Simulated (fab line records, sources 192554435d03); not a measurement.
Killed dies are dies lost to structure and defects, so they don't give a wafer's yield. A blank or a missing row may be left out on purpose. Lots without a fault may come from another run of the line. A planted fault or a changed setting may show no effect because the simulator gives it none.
Split-lot experiment | flow n5_finfet | 7 lots, 21 wafers read, on a route of 1938 steps

THE SPLIT
At N5_BEOL_M9_HM_DEP_02 (deposits TiN, target thk 20 nm), the setting target_thk_a was moved away from the recipe's 200 angstrom on 7 of the 21 wafers read, by +6.4% to +10.6%. The other wafers ran this setting at the recipe's value.

The reading is taken at the split's own step.

THE READING
TiN_of_BEOL_M9_HM_DEP_02.thk_nm (the simulator's own value, which no gauge read), in nm, at N5_BEOL_M9_HM_DEP_02 (deposits TiN, target thk 20 nm). The file gives no usual value for it. The 14 wafers here that ran the recipe average 20.1 nm, standard deviation 0.26 nm.

wafer  | tool, chamber at the split | target_thk_a as run, angstrom | against the recipe | TiN_of_BEOL_M9_HM_DEP_02.thk_nm, nm | against lot-mates on the recipe
L074.1 | pvd_sputter-03, -          | 200                           | recipe             | 20                                  | -
L074.5 | pvd_sputter-03, -          | 220.7                         | +10.3%             | 22.4                                | +2.4
L074.6 | pvd_sputter-03, -          | 220.7                         | +10.3%             | 22.6                                | +2.6
L083.3 | pvd_sputter-03, -          | 200                           | recipe             | 20                                  | -
L083.4 | pvd_sputter-03, -          | 200                           | recipe             | 20.4                                | -
L083.5 | pvd_sputter-03, -          | 200                           | recipe             | 19.8                                | -
L090.2 | pvd_sputter-01, -          | 200                           | recipe             | 20.6                                | -
L090.3 | pvd_sputter-01, -          | 221.2                         | +10.6%             | 22.4                                | +1.9
L090.6 | pvd_sputter-01, -          | 200                           | recipe             | 20.4                                | -
L095.1 | pvd_sputter-01, -          | 212.8                         | +6.4%              | 21.6                                | +1.4
L095.5 | pvd_sputter-01, -          | 212.8                         | +6.4%              | 21.6                                | +1.4
L095.3 | pvd_sputter-01, -          | 200                           | recipe             | 20.2                                | -
L094.1 | pvd_sputter-02, -          | 214                           | +7.0%              | 21.4                                | +1.4
L094.3 | pvd_sputter-02, -          | 200                           | recipe             | 20                                  | -
L094.4 | pvd_sputter-02, -          | 214                           | +7.0%              | 21.8                                | +1.8
L097.1 | pvd_sputter-03, -          | 200                           | recipe             | 19.6                                | -
L097.3 | pvd_sputter-03, -          | 200                           | recipe             | 20                                  | -
L097.5 | pvd_sputter-03, -          | 200                           | recipe             | 20                                  | -
L096.1 | pvd_sputter-01, -          | 200                           | recipe             | 20.2                                | -
L096.2 | pvd_sputter-01, -          | 200                           | recipe             | 20.2                                | -
L096.6 | pvd_sputter-01, -          | 200                           | recipe             | 20.4                                | -

THE FIT
A straight line over all 21 wafers: TiN_of_BEOL_M9_HM_DEP_02.thk_nm changes by +0.222 nm for each +1% of target_thk_a; r = +0.97; the points scatter about the line by 0.24 nm.
The same after taking each lot's own level away (the mean of its wafers on the recipe; 21 wafers): +0.221 nm for each +1%; r = +0.98; scatter 0.2 nm.
On that fit, the largest move of target_thk_a shifts the reading by 2.3 nm.
The lots' own levels span 19.87 to 20.50 nm, that is 2.5 times the standard deviation above.
So the lot-to-lot level changes the slope little: the two slopes agree.
Check: with one of the wafers moved furthest among these (+10.6%) left out of the fit, the line predicts +2.48 nm for it against its lot-mates. It came out at +1.9 nm against them.

OTHER SPLITS ON THESE WAFERS
These wafers also went through other splits before the reading. Each is held against what the fit with the lots' levels taken away leaves over:
other split on the same wafers   | wafers away from the commonest value | r with TiN_of_BEOL_M9_HM_DEP_02.thk_nm (lot level and that fit taken away)
N5_BEOL_M7_EXPOSE_25 dose_mj     | 4                                    | +0.14
N5_BEOL_M8_DESCUM_33 time_s      | 8                                    | +0.22
N5_BEOL_M8_TRENCH_ETCH_37 time_s | 5                                    | +0.00

THE FILE'S OWN FIT
TiN_of_BEOL_M9_HM_DEP_02.thk_nm changes by +0.214 nm for each +1% of target_thk_a, r = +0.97.
